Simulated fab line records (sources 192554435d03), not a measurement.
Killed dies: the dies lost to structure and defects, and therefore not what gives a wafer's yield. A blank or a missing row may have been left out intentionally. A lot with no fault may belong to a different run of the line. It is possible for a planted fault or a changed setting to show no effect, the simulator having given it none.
Matching of chambers | flow n5_finfet | N5_BEOL_M10_ETCH_62 on rie_diel-02 has 4 sister chambers
The step etches SOC in N2/H2, target depth 110 nm, overetch 22 nm, time 165 s. 4 wafers are shown with their chamber, then 8 later ones without.

== EACH WAFER AND ITS CHAMBER ==
wafer  | chamber | showerhead_plenum_p_Torr (Torr)
L082.3 | 2       | 2.48
L082.5 | 1       | 2.47
L087.5 | 0       | 2.52
L084.2 | 3       | 2.63

== WAFERS WHOSE CHAMBER IS MISSING ==
wafer  | showerhead_plenum_p_Torr (Torr)
L084.4 | 2.52
L084.6 | 2.47
L092.1 | 2.47
L092.2 | 2.52
L092.3 | 2.46
L097.2 | 2.47
L097.4 | 2.62
L097.5 | 2.46

== THE CHAMBER EACH PASSED THROUGH ==
wafer  | from the rows above     | in truth
L084.4 | 0                       | 0
L084.6 | can't be placed: 1 or 2 | 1
L092.1 | can't be placed: 1 or 2 | 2
L092.2 | 0                       | 0
L092.3 | can't be placed: 1 or 2 | 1
L097.2 | can't be placed: 1 or 2 | 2
L097.4 | 3                       | 3
L097.5 | can't be placed: 1 or 2 | 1
Correctly placed: 3 of 8. Not placeable from these rows: 5 (in 5, the candidates include the true chamber). Number placed wrongly: 0.
How it was worked out, from the rows above alone: a wafer's distance from a chamber is the root of the sum, over the readings, of the square of ((its reading less the chamber's mean) divided by the reading's scatter). The wafer belongs to the nearest chamber; if the next one is less than 2 further off, it can't be placed. Each chamber's mean is taken over the wafers shown for it. The scatter (one wafer shown for each chamber): square how far every hidden wafer sits from the nearest shown wafer, average those squares and take the square root.
